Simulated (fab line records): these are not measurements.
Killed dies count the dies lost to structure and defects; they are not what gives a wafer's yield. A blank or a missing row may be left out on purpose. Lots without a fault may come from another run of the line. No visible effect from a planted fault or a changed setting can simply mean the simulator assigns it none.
One fault seen from 2 desks -- flow n5_finfet -- only its own numbers are on each desk; what lay behind them is given at the end

DESK OF THE TOOL OWNER: laser_anneal-02
Per lot that ran on this tool, the mean of the sampled wafers carrying a number, from the tool's own readings at N5_SD_ACTIVATION_LSA_01 (time 0.0008 s). If a lot's mean is further than 4 standard deviations from the usual mean, the lot is out of limits and carries the mark OUT (the distance appears in the brackets).
Columns: A = wafer_temp_C_max at N5_SD_ACTIVATION_LSA_01, usual 1085.5
lot,first seen here,A
L495,day 3 12:53,1085.7
L501,day 5 00:48,1084.6
L503,day 5 09:55,1094.2 (+5.8) OUT
L504,day 5 14:35,1094.1 (+5.7) OUT
L515,day 8 09:36,1084.5
L517,day 8 22:52,1085.1
This desk's finding: out of limits on L503, L504; first on L503, day 5 09:55 (wafer_temp_C_max at N5_SD_ACTIVATION_LSA_01). L495, L501, L515, L517: within limits.

THE DEFECT DESK
Lot by lot, what the route's inspections counted, given as the mean of those sampled wafers with a number. If a lot's mean is further than 4 standard deviations from the usual mean, the lot is out of limits and carries the mark OUT (the distance appears in the brackets).
Columns: A = raw_defect_count at N5_SD_ACTIVATION_INSPECT_02, usual 179
lot,first seen here,A
L495,day 3 13:25,188
L501,day 5 01:19,166
L503,day 5 10:27,177
L504,day 5 15:04,150
L510,day 7 09:49,190
L512,day 7 18:07,189
L514,day 8 05:53,164
L515,day 8 10:04,188
L516,day 8 17:37,162
L517,day 8 23:23,162
L518,day 9 07:42,149
This desk's verdict: no lot among the 11 shows anything out of limits.

ALL TOGETHER
The tool owner's desk had the chance to raise an alarm at day 5 09:55 on L503, L504.
No out-of-limits result turned up at the defect desk.
The defect desk has L503, L504 on record, within its limits.
Of the lots named, all ran N5_SD_ACTIVATION_LSA_01 on laser_anneal-02.

WHAT WAS PUT IN BY THE SIMULATOR
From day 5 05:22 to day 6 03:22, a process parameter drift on laser_anneal-02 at N5_SD_ACTIVATION_LSA_01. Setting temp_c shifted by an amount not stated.
Lots struck among those shown: L503, L504.
Time in hours from fault onset to the first out-of-limits reading at each desk: the tool owner's desk, 5.
